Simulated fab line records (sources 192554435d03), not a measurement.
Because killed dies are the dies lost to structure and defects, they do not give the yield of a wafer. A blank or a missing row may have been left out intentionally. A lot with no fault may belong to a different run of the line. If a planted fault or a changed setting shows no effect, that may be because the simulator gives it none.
fab line records ; flow n5Finfet
record lots=7; wafers=21
route steps=1938 shown BEOL_M2@845 BEOL_M3@950 BEOL_M4@1084 BEOL_M6@1201
startH: start of the lot's first displayed wafer, in hours after the record's first day ; waitH: how many hours have passed since the lot's step before this one ; " same as the row above ; L1.1+2: several wafers, shown together as one row ; - either no value or no given start ; * or withheld: withheld ; < > ~ a bound
route shown NAME@n: NAME is a module with steps in the file, n the number in the route of the first one ; usual: average and standard deviation across the fault-free wafers ; same: alike in all rows ; chamber/n: place in a boat ; sites: readings site by site ; _std_site: standard deviation of those values ; _edge_site: the outer-site mean with the inner-site mean subtracted ; radiusMm: how far each site lies from the wafer's centre ; mask NAME#n: copy n ; behind: the tool/chamber that last shaped the wafer ; hold: what put the lot on hold/how long, in hours/how the hold closed ; device: the transistor (n, p or np) that didn't switch ; end of line: the route-end tests of the same wafers ; for a step that has no rows: nothing shown but its recipe ; killed: count of dies lost to structure and defects at first sort (not the wafer's yield) ; map: a wafer's dies, marking killed ones x, the rest . and places with no die _
set.NAME: the setting that was run; set.NAME@STEP: the one run at that earlier step ; model.NAME: the simulator's own value behind a step, which no gauge read
lots with deliberately changed settings; one table per step, one row per wafer
## steps
# step N5_BEOL_M2_COAT_61
# recipe resist=SOC; tempC=250; timeS=60; spinRpm=1500; resistThkNm=60
lot.wafer;tool;chamber;startH;waitH;set.spinRpm;model.SOC_of_BEOL_M2_COAT_61.thkNm
L080.4;lithoTrack-01;0;171.65;0.1;1500;60.2
L080.5+6;lithoTrack-01;0;171.65;0.1;1500;60
L083.1;lithoTrack-04;0;187.40;0.1;1500;59.8
L083.3+4;lithoTrack-04;0;187.40;0.1;1500;60.2
L082.1+3+4;lithoTrack-01;0;195.06;0.1;1500;60
L085.1;lithoTrack-01;0;196.50;0.1;1500;60.2
L085.2;lithoTrack-01;0;196.50;0.1;1449;61.2
L085.3;lithoTrack-01;0;196.50;0.1;1449;61
L087.3;lithoTrack-04;0;222.01;0.1;1500;60
L087.4;lithoTrack-04;0;222.01;0.1;1441;61.2
L087.6;lithoTrack-04;0;222.01;0.1;1500;59.8
L092.1;lithoTrack-05;0;242.28;0.1;1610;57.6
L092.4+5;lithoTrack-05;0;242.28;0.1;1500;59.8
L093.1;lithoTrack-01;0;249.69;0.1;1500;60
L093.4+6;lithoTrack-01;0;249.69;0.1;1500;60.2
# step N5_BEOL_M2_COAT_73
# recipe resist=underlayer; tempC=205; timeS=60; spinRpm=1500; resistThkNm=5
lot.wafer;tool;chamber;startH;waitH;set.tempC
L080.4+5+6;lithoTrack-01;0;-;-;205
L083.1;lithoTrack-04;0;-;-;205
L083.3+4;lithoTrack-04;0;-;-;208.2
L082.1+3;lithoTrack-01;0;-;-;205
L082.4;lithoTrack-01;0;-;-;214.2
L085.1+3;lithoTrack-01;0;-;-;205
L085.2;lithoTrack-01;0;-;-;209.6
L087.3+4;lithoTrack-04;0;-;-;198.4
L087.6;lithoTrack-04;0;-;-;205
L092.1+4+5;lithoTrack-05;0;-;-;205
L093.1+4+6;lithoTrack-01;0;-;-;205
# step N5_BEOL_M2_COAT_05
# recipe resist=CAR-EUV; spinRpm=1500; resistThkNm=30
# step N5_BEOL_M2_EBR_07
# recipe solvent=PGMEA; ebrWidthMm=1.5
# step N5_BEOL_M2_ETCH_74
# recipe chemistry=N2/H2; target=underlayer; targetDepthA=65; maskMaterial=CAR-EUV; timeS=5.2; ionEnergyEv=200; pressureMtorr=30; sourceW=840; biasW=150; n2FlowSccm=200; h2FlowSccm=200; ends=cleared
# step N5_BEOL_M2_ETCH_63
# recipe chemistry=CF4; target=SiARC; targetDepthA=156; maskMaterial=CAR-EUV; timeS=26; ionEnergyEv=80; pressureMtorr=40; sourceW=545; biasW=36; Ar_flow_sccm=100; cf4FlowSccm=100; ends=cleared
# step N5_BEOL_M2_ETCH_64
# recipe chemistry=N2/H2; target=SOC; targetDepthA=750; overetchA=225; maskMaterial=SiARC; tempC=40; timeS=121.9; ionEnergyEv=200; pressureMtorr=30; sourceW=840; biasW=150; n2FlowSccm=200; h2FlowSccm=200
lot.wafer;tool;chamber;startH;waitH;set.spinRpm@BEOL_M2_COAT_61;model.etch.depthNm
L080.4;rieDiel-04;2;172.13;0.0;1500;60.23
L080.5;rieDiel-04;3;172.13;0.0;1500;60.08
L080.6;rieDiel-04;0;172.13;0.0;1500;59.95
L083.1;rieDiel-01;2;188.14;0.0;1500;59.76
L083.3;rieDiel-01;1;188.14;0.0;1500;60.18
L083.4;rieDiel-01;3;188.14;0.0;1500;60.3
L082.1;rieDiel-02;1;195.90;0.0;1500;60.07
L082.3;rieDiel-02;0;195.90;0.0;1500;59.96
L082.4;rieDiel-02;2;195.90;0.0;1500;59.93
L085.1;rieDiel-01;3;197.10;0.0;1500;60.19
L085.2;rieDiel-01;0;197.10;0.0;1449;61.19
L085.3;rieDiel-01;2;197.10;0.0;1449;61.08
L087.3;rieDiel-02;0;222.99;0.0;1500;59.96
L087.4;rieDiel-02;3;222.99;0.0;1441;61.13
L087.6;rieDiel-02;3;222.99;0.0;1500;59.72
L092.1;rieDiel-02;1;242.75;0.0;1610;57.61
L092.4;rieDiel-02;2;242.75;0.0;1500;59.74
L092.5;rieDiel-02;1;242.75;0.0;1500;59.75
L093.1;rieDiel-02;0;250.52;0.0;1500;60.09
L093.4;rieDiel-02;2;250.52;0.0;1500;60.14
L093.6;rieDiel-02;1;250.52;0.0;1500;60.19
# step N5_BEOL_M2_STRIP_65
# recipe chemistry=N2/H2; tempC=40; n2FlowSccm=200; h2FlowSccm=200; rfFrequencyHz=6e+07
# step N5_BEOL_M2_STRIP_75
# recipe chemistry=N2/H2; tempC=40; n2FlowSccm=200; h2FlowSccm=200; rfFrequencyHz=6e+07
# step N5_BEOL_M2_STRIP_66
# recipe chemistry=CF4; resist=SiARC; powerW=300; biasPowerW=75; pressureMtorr=50; cf4FlowSccm=150; rfFrequencyHz=6e+07
# step N5_BEOL_M2_HM_OPEN_17
# recipe chemistry=Cl2/BCl3; targetDepthA=200; overetchA=60; target=TiN; maskMaterial=SOC; ionEnergyEv=150; pressureMtorr=10; icpW=1000; biasW=126; Cl2_flow_sccm=53.25; bcl3FlowSccm=21.75; Ar_flow_sccm=25
lot.wafer;tool;chamber;startH;waitH;set.spinRpm@BEOL_M2_COAT_61;model.SOC_of_BEOL_M2_COAT_61.thkNm
L080.4+5;rieMetal-01;1,0;172.33;0.1;1500;52.2
L080.6;rieMetal-01;1;172.33;0.1;1500;52
L083.1;rieMetal-03;1;188.31;0.0;1500;51.6
L083.3+4;rieMetal-03;0,1;188.31;0.0;1500;52.4
L082.1+3;rieMetal-03;1;196.08;0.0;1500;52
L082.4;rieMetal-03;0;196.08;0.0;1500;52.2
L085.1;rieMetal-03;1;197.27;0.0;1500;52.2
L085.2+3;rieMetal-03;0;197.27;0.0;1449;53.4
L087.3;rieMetal-01;1;223.23;0.1;1500;52
L087.4;rieMetal-01;1;223.23;0.1;1441;53
L087.6;rieMetal-01;1;223.23;0.1;1500;51.6
L092.1;rieMetal-02;1;242.92;0.0;1610;49.8
L092.4+5;rieMetal-02;0;242.92;0.0;1500;51.8
L093.1+4+6;rieMetal-02;1;250.69;0.0;1500;52.2
# step N5_BEOL_M2_COAT_22
# recipe resist=CAR-EUV; spinRpm=1500; resistThkNm=30
lot.wafer;tool;chamber;startH;waitH;set.spinRpm;model.CAR-EUV_of_BEOL_M2_COAT_22.thkNm
L080.4+5+6;lithoTrack-01;0;-;-;1500;30
L083.1+3+4;lithoTrack-01;0;-;-;1500;30
L082.1+3+4;lithoTrack-05;0;-;-;1500;30
L085.1+3;lithoTrack-05;0;-;-;1500;30
L085.2;lithoTrack-05;0;-;-;1371;31.4
L087.3;lithoTrack-01;0;-;-;1500;30.2
L087.4+6;lithoTrack-01;0;-;-;1500;30
L092.1+4+5;lithoTrack-05;0;-;-;1376;31.2
L093.1+4;lithoTrack-01;0;-;-;1337;32
L093.6;lithoTrack-01;0;-;-;1500;30.2
# step N5_BEOL_M2_DESCUM_33
# recipe chemistry=O2; timeS=7; sourcePowerW=50; biasPowerW=20; pressureMtorr=20; rfFrequencyHz=2.712e+07; tempC=40; resist=CAR-EUV; o2FlowSccm=225
lot.wafer;tool;chamber;startH;waitH;set.timeS;set.spinRpm@BEOL_M2_COAT_22;model.CAR-EUV_of_BEOL_M2_COAT_22.thkNm
L080.4+6;rieDiel-01;2,3;173.05;0.0;7;1500;26
L080.5;rieDiel-01;0;173.05;0.0;7;1500;26.2
L083.1+4;rieDiel-01;3,2;189.06;0.0;7;1500;26
L083.3;rieDiel-01;2;189.06;0.0;6.412;1500;26.4
L082.1+4;rieDiel-01;1,0;196.82;0.1;7;1500;26.2
L082.3;rieDiel-01;3;196.82;0.1;5.425;1500;26.8
L085.1+3;rieDiel-02;1,2;198.13;0.0;7;1500;26
L085.2;rieDiel-02;0;198.13;0.0;7;1371;27.4
L087.3;rieDiel-02;2;224.04;0.0;8.163;1500;25.6
L087.4;rieDiel-02;3;224.04;0.0;7;1500;26
L087.6;rieDiel-02;0;224.04;0.0;7;1500;26.2
L092.1;rieDiel-02;0;243.61;0.0;7;1376;27.2
L092.4;rieDiel-02;1;243.61;0.0;7;1376;27.4
L092.5;rieDiel-02;2;243.61;0.0;5.437;1376;28
L093.1;rieDiel-02;1;251.62;0.2;7;1337;28.2
L093.4;rieDiel-02;2;251.62;0.2;7;1337;28
L093.6;rieDiel-02;0;251.62;0.2;6.312;1500;26.6
# step N5_BEOL_M2_ETCH_77
# recipe chemistry=N2/H2; target=underlayer; targetDepthA=65; maskMaterial=CAR-EUV; timeS=5.2; ionEnergyEv=200; pressureMtorr=30; sourceW=840; biasW=150; n2FlowSccm=200; h2FlowSccm=200; ends=cleared
lot.wafer;tool;chamber;startH;waitH;set.spinRpm@BEOL_M2_COAT_22;set.timeS@BEOL_M2_DESCUM_33;model.CAR-EUV_of_BEOL_M2_COAT_22.thkNm
L080.4+5;rieDiel-01;2,0;173.08;0.0;1500;7;20.4
L080.6;rieDiel-01;3;173.08;0.0;1500;7;20.2
L083.1+4;rieDiel-01;3,2;189.10;0.0;1500;7;20.4
L083.3;rieDiel-01;2;189.10;0.0;1500;6.412;20.6
L082.1+4;rieDiel-01;1,0;196.85;0.0;1500;7;20.4
L082.3;rieDiel-01;3;196.85;0.0;1500;5.425;21.2
L085.1+3;rieDiel-02;1,2;198.16;0.0;1500;7;20.4
L085.2;rieDiel-02;0;198.16;0.0;1371;7;21.6
L087.3;rieDiel-02;2;224.07;0.0;1500;8.163;20
L087.4+6;rieDiel-02;3,0;224.07;0.0;1500;7;20.4
L092.1;rieDiel-02;0;243.65;0.0;1376;7;21.4
L092.4;rieDiel-02;1;243.65;0.0;1376;7;21.6
L092.5;rieDiel-02;2;243.65;0.0;1376;5.437;22.2
L093.1+4;rieDiel-02;1,2;251.65;0.0;1337;7;22.4
L093.6;rieDiel-02;0;251.65;0.0;1500;6.312;20.8
# step N5_BEOL_M2_ETCH_69
# recipe chemistry=CF4; target=SiARC; targetDepthA=156; maskMaterial=CAR-EUV; timeS=26; ionEnergyEv=80; pressureMtorr=40; sourceW=545; biasW=36; Ar_flow_sccm=100; cf4FlowSccm=100; ends=cleared
lot.wafer;tool;chamber;startH;waitH;set.spinRpm@BEOL_M2_COAT_22;set.timeS@BEOL_M2_DESCUM_33;model.CAR-EUV_of_BEOL_M2_COAT_22.thkNm
L080.4+5;rieDiel-01;2,0;173.10;0.0;1500;7;11.2
L080.6;rieDiel-01;3;173.10;0.0;1500;7;11
L083.1;rieDiel-01;3;189.11;0.0;1500;7;11.2
L083.3;rieDiel-01;2;189.11;0.0;1500;6.412;11.4
L083.4;rieDiel-01;2;189.11;0.0;1500;7;11
L082.1+4;rieDiel-01;1,0;196.87;0.0;1500;7;11.2
L082.3;rieDiel-01;3;196.87;0.0;1500;5.425;12
L085.1+3;rieDiel-02;1,2;198.18;0.0;1500;7;11.2
L085.2;rieDiel-02;0;198.18;0.0;1371;7;12.4
L087.3;rieDiel-02;2;224.09;0.0;1500;8.163;10.8
L087.4+6;rieDiel-02;3,0;224.09;0.0;1500;7;11.2
L092.1+4;rieDiel-02;0,1;243.67;0.0;1376;7;12.4
L092.5;rieDiel-02;2;243.67;0.0;1376;5.437;13.2
L093.1;rieDiel-02;1;251.67;0.0;1337;7;13.2
L093.4;rieDiel-02;2;251.67;0.0;1337;7;13
L093.6;rieDiel-02;0;251.67;0.0;1500;6.312;11.6
# step N5_BEOL_M2_ALD_98
# recipe material=SiO2; targetThkA=25; tempC=100; aldPrecursorFamily=BDEAS; aldCoReactant=O2-plasma; pulseTimeS=1; coReactantPulseTimeS=1; purgeTimeS=2; coReactantPurgeTimeS=2; aldCycles=17; pressureTorr=2
# step N5_BEOL_M2_ETCHBACK_99
# recipe chemistry=CHF3; target=SiO2; targetDepthA=50; timeS=10.4; sourceW=215; biasW=47; Ar_flow_sccm=200; CHF3_flow_sccm=12; ionEnergyEv=100; pressureMtorr=30
lot.wafer;tool;chamber;startH;waitH;set.spinRpm@BEOL_M2_COAT_22;set.timeS@BEOL_M2_DESCUM_33;model.CAR-EUV_of_BEOL_M2_COAT_22.thkNm
L080.4+6;rieDiel-01;2;179.89;6.7;1500;7;10.4
L080.5;rieDiel-01;3;179.89;6.7;1500;7;10.6
L083.1+4;rieDiel-01;1;190.89;1.6;1500;7;10.4
L083.3;rieDiel-01;3;190.89;1.6;1500;6.412;10.8
L082.1+4;rieDiel-02;1;198.90;1.9;1500;7;10.6
L082.3;rieDiel-02;0;198.90;1.9;1500;5.425;11.2
L085.1+3;rieDiel-04;1,3;206.14;7.7;1500;7;10.4
L085.2;rieDiel-04;2;206.14;7.7;1371;7;11.8
L087.3;rieDiel-04;0;238.20;13.9;1500;8.163;10
L087.4+6;rieDiel-04;2,1;238.20;13.9;1500;7;10.4
L092.1;rieDiel-02;3;249.71;5.2;1376;7;11.6
L092.4;rieDiel-02;0;249.71;5.2;1376;7;11.8
L092.5;rieDiel-02;1;249.71;5.2;1376;5.437;12.4
L093.1+4;rieDiel-01;3,2;257.50;5.7;1337;7;12.4
L093.6;rieDiel-01;1;257.50;5.7;1500;6.312;10.8
# step N5_BEOL_M3_ETCH_64
# recipe chemistry=N2/H2; target=SOC; targetDepthA=750; overetchA=150; maskMaterial=SiARC; tempC=40; timeS=112.5; ionEnergyEv=200; pressureMtorr=30; sourceW=840; biasW=150; n2FlowSccm=200; h2FlowSccm=200
lot.wafer;tool;chamber;startH;waitH;set.timeS;model.SiARC_of_BEOL_M3_COAT_62.thkNm;model.BEOL_M3.cdOffsetNm
L080.4;rieDiel-03;0;187.59;0.0;112.5;6.8;0.2
L080.5;rieDiel-03;0;187.59;0.0;112.5;6.8;0
L080.6;rieDiel-03;3;187.59;0.0;112.5;7;0
L083.1;rieDiel-03;1;200.93;0.0;112.5;6.8;-0.2
L083.3;rieDiel-03;0;200.93;0.0;127.2;6;0.4
L083.4;rieDiel-03;2;200.93;0.0;127.2;6.2;0.4
L082.1;rieDiel-03;2;205.08;0.0;137.2;5.8;0
L082.3;rieDiel-03;0;205.08;0.0;137.2;5.6;0.4
L082.4;rieDiel-03;3;205.08;0.0;112.5;6.8;-0.4
L085.1;rieDiel-05;2;212.21;0.0;112.5;6.6;0
L085.2;rieDiel-05;0;212.21;0.0;112.5;7;0
L085.3;rieDiel-05;3;212.21;0.0;112.5;6.8;-0.4
L087.3;rieDiel-05;0;243.62;0.0;119;6.6;0.2
L087.4;rieDiel-05;2;243.62;0.0;119;6.4;0
L087.6;rieDiel-05;1;243.62;0.0;119;6.4;-0.2
L092.1;rieDiel-05;2;257.54;0.0;112.5;6.8;0.2
L092.4+5;rieDiel-05;1;257.54;0.0;88.43;8;-0.6
L093.1+4;rieDiel-05;3,1;265.19;0.0;112.5;6.8;0
L093.6;rieDiel-05;2;265.19;0.0;122.6;6.4;0.2
# step N5_BEOL_M3_STRIP_65
# recipe chemistry=N2/H2; tempC=40; n2FlowSccm=200; h2FlowSccm=200; rfFrequencyHz=6e+07
# step N5_BEOL_M3_STRIP_75
# recipe chemistry=N2/H2; tempC=40; n2FlowSccm=200; h2FlowSccm=200; rfFrequencyHz=6e+07
# step N5_BEOL_M3_STRIP_66
# recipe chemistry=CF4; resist=SiARC; powerW=300; biasPowerW=75; pressureMtorr=50; cf4FlowSccm=150; rfFrequencyHz=6e+07
# step N5_BEOL_M3_HM_OPEN_17
# recipe chemistry=Cl2/BCl3; targetDepthA=200; overetchA=60; target=TiN; maskMaterial=SOC; ionEnergyEv=150; pressureMtorr=10; icpW=1000; biasW=126; Cl2_flow_sccm=53.25; bcl3FlowSccm=21.75; Ar_flow_sccm=25
lot.wafer;tool;chamber;startH;waitH;set.timeS@BEOL_M3_ETCH_64;model.etch.depthNm
L080.4;rieMetal-01;1;187.79;0.1;112.5;19.9
L080.5;rieMetal-01;1;187.79;0.1;112.5;20.03
L080.6;rieMetal-01;0;187.79;0.1;112.5;19.92
L083.1;rieMetal-03;0;201.10;0.0;112.5;20.03
L083.3;rieMetal-03;1;201.10;0.0;127.2;18.66
L083.4;rieMetal-03;0;201.10;0.0;127.2;18.67
L082.1;rieMetal-02;0;205.24;0.0;137.2;17.67
L082.3;rieMetal-02;1;205.24;0.0;137.2;17.55
L082.4;rieMetal-02;0;205.24;0.0;112.5;20.08
L085.1;rieMetal-03;1;212.37;0.0;112.5;19.76
L085.2;rieMetal-03;0;212.37;0.0;112.5;19.67
L085.3;rieMetal-03;1;212.37;0.0;112.5;19.68
L087.3;rieMetal-02;1;243.82;0.1;119;19.52
L087.4;rieMetal-02;0;243.82;0.1;119;19.69
L087.6;rieMetal-02;0;243.82;0.1;119;19.59
L092.1;rieMetal-01;0;257.71;0.0;112.5;20.32
L092.4;rieMetal-01;0;257.71;0.0;88.43;20.43
L092.5;rieMetal-01;0;257.71;0.0;88.43;20.41
L093.1;rieMetal-03;1;265.35;0.0;112.5;19.76
L093.4;rieMetal-03;1;265.35;0.0;112.5;20.02
L093.6;rieMetal-03;1;265.35;0.0;122.6;19.07
# step N5_BEOL_M3_COAT_76
# recipe resist=underlayer; tempC=205; timeS=60; spinRpm=1500; resistThkNm=5
lot.wafer;tool;chamber;startH;waitH;set.spinRpm
L080.4+5+6;lithoTrack-05;0;-;-;1500
L083.1;lithoTrack-05;0;-;-;1500
L083.3+4;lithoTrack-05;0;-;-;1369
L082.1+4;lithoTrack-03;0;-;-;1500
L082.3;lithoTrack-03;0;-;-;1455
L085.1;lithoTrack-02;0;-;-;1500
L085.2+3;lithoTrack-02;0;-;-;1613
L087.3+4+6;lithoTrack-03;0;-;-;1500
L092.1+4;lithoTrack-05;0;-;-;1500
L092.5;lithoTrack-05;0;-;-;1550
L093.1;lithoTrack-03;0;-;-;1620
L093.4+6;lithoTrack-03;0;-;-;1500
# step N5_BEOL_M3_COAT_22
# recipe resist=CAR-EUV; spinRpm=1500; resistThkNm=30
# step N5_BEOL_M3_EBR_24
# recipe solvent=PGMEA; ebrWidthMm=1.5
# step N5_BEOL_M3_DESCUM_33
# recipe chemistry=O2; timeS=7; sourcePowerW=50; biasPowerW=20; pressureMtorr=20; rfFrequencyHz=2.712e+07; tempC=40; resist=CAR-EUV; o2FlowSccm=225
# step N5_BEOL_M3_ETCH_77
# recipe chemistry=N2/H2; target=underlayer; targetDepthA=65; maskMaterial=CAR-EUV; timeS=5.2; ionEnergyEv=200; pressureMtorr=30; sourceW=840; biasW=150; n2FlowSccm=200; h2FlowSccm=200; ends=cleared
lot.wafer;tool;chamber;startH;waitH;set.spinRpm@BEOL_M3_COAT_76;model.etch.depthNm
L080.4;rieDiel-05;1;188.42;0.0;1500;5.014
L080.5;rieDiel-05;2;188.42;0.0;1500;5.017
L080.6;rieDiel-05;3;188.42;0.0;1500;5.005
L083.1;rieDiel-03;0;201.76;0.0;1500;5.016
L083.3;rieDiel-03;1;201.76;0.0;1369;5.252
L083.4;rieDiel-03;2;201.76;0.0;1369;5.234
L082.1;rieDiel-05;3;206.08;0.0;1500;5
L082.3;rieDiel-05;0;206.08;0.0;1455;5.058
L082.4;rieDiel-05;1;206.08;0.0;1500;4.993
L085.1;rieDiel-05;3;213.03;0.0;1500;4.972
L085.2;rieDiel-05;0;213.03;0.0;1613;4.812
L085.3;rieDiel-05;1;213.03;0.0;1613;4.788
L087.3;rieDiel-05;2;244.45;0.0;1500;4.984
L087.4;rieDiel-05;1;244.45;0.0;1500;4.982
L087.6;rieDiel-05;2;244.45;0.0;1500;4.994
L092.1;rieDiel-03;2;258.52;0.0;1500;5.015
L092.4;rieDiel-03;0;258.52;0.0;1500;4.997
L092.5;rieDiel-03;1;258.52;0.0;1550;4.918
L093.1;rieDiel-03;2;266.02;0.0;1620;4.801
L093.4;rieDiel-03;1;266.02;0.0;1500;5.001
L093.6;rieDiel-03;3;266.02;0.0;1500;4.991
# step N5_BEOL_M3_TRENCH_ETCH_37
# recipe chemistry=C4F6/O2; targetDepthA=555.55; target=SiOC; timeS=29.2; ionEnergyEv=250; pressureMtorr=30; sourceW=355; biasW=185; Ar_flow_sccm=300; C4F6_flow_sccm=10; O2_flow_sccm=10
# usual rfVppV=665/7.3
lot.wafer;tool;chamber;startH;waitH;set.sourceW;rfVppV
L080.4;rieDiel-06;1;-;-;355;670
L080.5;rieDiel-06;0;-;-;355;659
L080.6;rieDiel-06;2;-;-;355;665
L083.1;rieDiel-05;0;-;-;409.1;611
L083.3;rieDiel-05;1;-;-;409.1;624
L083.4;rieDiel-05;3;-;-;409.1;634
L082.1;rieDiel-06;0;-;-;403.6;617
L082.3;rieDiel-06;1;-;-;355;670
L082.4;rieDiel-06;3;-;-;355;663
L085.1;rieDiel-05;2;-;-;394.4;629
L085.2;rieDiel-05;1;-;-;394.4;636
L085.3;rieDiel-05;0;-;-;355;658
L087.3;rieDiel-03;2;-;-;355;669
L087.4;rieDiel-03;0;-;-;355;659
L087.6;rieDiel-03;0;-;-;328.8;685
L092.1;rieDiel-03;3;-;-;355;656
L092.4;rieDiel-03;1;-;-;393.2;634
L092.5;rieDiel-03;3;-;-;355;656
L093.1;rieDiel-05;3;-;-;355;680
L093.4;rieDiel-05;1;-;-;412.2;623
L093.6;rieDiel-05;3;-;-;412.2;632
# step N5_BEOL_M4_SPUTTER_48
# recipe material=Cu; targetThkA=45; tempC=-20; chamberPressurePa=0.07; powerW=withheld; timeS=8.29
lot.wafer;tool;chamber;startH;waitH;set.timeS;model.Cu_of_BEOL_M4_SPUTTER_48.thkNm
L080.4+5+6;pvdSputter-03;-;213.25;0.1;8.29;4.4
L083.1+4;pvdSputter-01;-;219.65;0.2;9.18;-
L083.3;pvdSputter-01;-;219.65;0.2;8.29;4.4
L082.1;pvdSputter-03;-;230.21;0.1;8.79;-
L082.3;pvdSputter-03;-;230.21;0.1;8.79;4.8
L082.4;pvdSputter-03;-;230.21;0.1;8.29;4.6
L085.1;pvdSputter-03;-;250.67;0.2;8.603;4.6
L085.2+3;pvdSputter-03;-;250.67;0.2;8.29;4.6
L087.3;pvdSputter-02;-;264.98;0.1;7.553;-
L087.4;pvdSputter-02;-;264.98;0.1;7.553;3.8
L087.6;pvdSputter-02;-;264.98;0.1;8.29;4.4
L092.1+5;pvdSputter-01;-;279.70;1.8;8.29;4.6
L092.4;pvdSputter-01;-;279.70;1.8;7.891;-
L093.1+4;pvdSputter-01;-;282.03;0.1;8.29;4.6
L093.6;pvdSputter-01;-;282.03;0.1;9.485;5.4
# step N5_BEOL_M6_COAT_05
# recipe resist=CAR-ArF; spinRpm=1500; resistThkNm=90
lot.wafer;tool;chamber;startH;waitH;set.spinRpm;model.CAR-ArF_of_BEOL_M6_COAT_05.thkNm
L080.4+5+6;lithoTrack-02;0;-;-;1500;89.8
L083.1;lithoTrack-01;0;-;-;1500;90
L083.3;lithoTrack-01;0;-;-;1500;90.2
L083.4;lithoTrack-01;0;-;-;1500;90.4
L082.1+3;lithoTrack-02;0;-;-;1500;90.2
L082.4;lithoTrack-02;0;-;-;1500;90
L085.1;lithoTrack-03;0;-;-;1500;90.4
L085.2;lithoTrack-03;0;-;-;1617;86.8
L085.3;lithoTrack-03;0;-;-;1617;87
L087.3;lithoTrack-03;0;-;-;1391;93.8
L087.4;lithoTrack-03;0;-;-;1500;90
L087.6;lithoTrack-03;0;-;-;1391;93.6
L092.1;lithoTrack-01;0;-;-;1438;92
L092.4;lithoTrack-01;0;-;-;1500;90.2
L092.5;lithoTrack-01;0;-;-;1500;90.6
L093.1+6;lithoTrack-03;0;-;-;1434;92.4
L093.4;lithoTrack-03;0;-;-;1500;90.4
## key
split step=N5_BEOL_M2_COAT_61; setting=spinRpm; stated=1500; by=wafer
response step=N5_BEOL_M2_COAT_61; reading=model.SOC_of_BEOL_M2_COAT_61.thkNm; change=-0.301; per=1%; r=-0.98
response step=N5_BEOL_M2_ETCH_64; reading=model.etch.depthNm; change=-0.296; per=1%; r=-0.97
response step=N5_BEOL_M2_HM_OPEN_17; reading=model.SOC_of_BEOL_M2_COAT_61.thkNm; change=-0.29; per=1%; r=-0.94
split step=N5_BEOL_M2_COAT_73; setting=tempC; stated=205; by=wafer
response none clear
split step=N5_BEOL_M2_COAT_22; setting=spinRpm; stated=1500; by=wafer
response step=N5_BEOL_M2_COAT_22; reading=model.CAR-EUV_of_BEOL_M2_COAT_22.thkNm; change=-0.165; per=1%; r=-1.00
response step=N5_BEOL_M2_DESCUM_33; reading=model.CAR-EUV_of_BEOL_M2_COAT_22.thkNm; change=-0.148; per=1%; r=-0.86
response step=N5_BEOL_M2_ETCH_77; reading=model.CAR-EUV_of_BEOL_M2_COAT_22.thkNm; change=-0.144; per=1%; r=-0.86
response step=N5_BEOL_M2_ETCH_69; reading=model.CAR-EUV_of_BEOL_M2_COAT_22.thkNm; slope=-0.157; per=1%; togetherWith=timeS@BEOL_M2_DESCUM_33; explained=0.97
response step=N5_BEOL_M2_ETCHBACK_99; reading=model.CAR-EUV_of_BEOL_M2_COAT_22.thkNm; slope=-0.169; per=1%; togetherWith=timeS@BEOL_M2_DESCUM_33; explained=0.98
split step=N5_BEOL_M2_DESCUM_33; setting=timeS; stated=7; by=wafer
response step=N5_BEOL_M2_DESCUM_33; reading=model.CAR-EUV_of_BEOL_M2_COAT_22.thkNm; slope=-0.0301; per=1%; togetherWith=spinRpm@BEOL_M2_COAT_22; explained=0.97
response step=N5_BEOL_M2_ETCH_77; reading=model.CAR-EUV_of_BEOL_M2_COAT_22.thkNm; slope=-0.03; per=1%; togetherWith=spinRpm@BEOL_M2_COAT_22; explained=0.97
response step=N5_BEOL_M2_ETCH_69; reading=model.CAR-EUV_of_BEOL_M2_COAT_22.thkNm; slope=-0.0325; per=1%; togetherWith=spinRpm@BEOL_M2_COAT_22; explained=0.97
response step=N5_BEOL_M2_ETCHBACK_99; reading=model.CAR-EUV_of_BEOL_M2_COAT_22.thkNm; slope=-0.0286; per=1%; togetherWith=spinRpm@BEOL_M2_COAT_22; explained=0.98
split step=N5_BEOL_M3_ETCH_64; setting=timeS; stated=112.5; by=wafer
response step=N5_BEOL_M3_ETCH_64; reading=model.SiARC_of_BEOL_M3_COAT_62.thkNm; change=-0.0525; per=1%; r=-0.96
response step=N5_BEOL_M3_ETCH_64; reading=model.BEOL_M3.cdOffsetNm; change=+0.0335; per=1%; r=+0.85
response step=N5_BEOL_M3_HM_OPEN_17; reading=model.etch.depthNm; shape=bent; atLowest=20.42; atStated=19.92; atHighest=17.61
split step=N5_BEOL_M3_COAT_76; setting=spinRpm; stated=1500; by=wafer
response step=N5_BEOL_M3_ETCH_77; reading=model.etch.depthNm; change=-0.0245; per=1%; r=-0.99
split step=N5_BEOL_M3_TRENCH_ETCH_37; setting=sourceW; stated=355; by=wafer
response step=N5_BEOL_M3_TRENCH_ETCH_37; reading=rfVppV; change=-2.98; per=1%; r=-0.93
split step=N5_BEOL_M4_SPUTTER_48; setting=timeS; stated=8.29; by=wafer
response step=N5_BEOL_M4_SPUTTER_48; reading=model.Cu_of_BEOL_M4_SPUTTER_48.thkNm; change=+0.0533; per=1%; r=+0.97
split step=N5_BEOL_M6_COAT_05; setting=spinRpm; stated=1500; by=wafer
response step=N5_BEOL_M6_COAT_05; reading=model.CAR-ArF_of_BEOL_M6_COAT_05.thkNm; change=-0.464; per=1%; r=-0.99
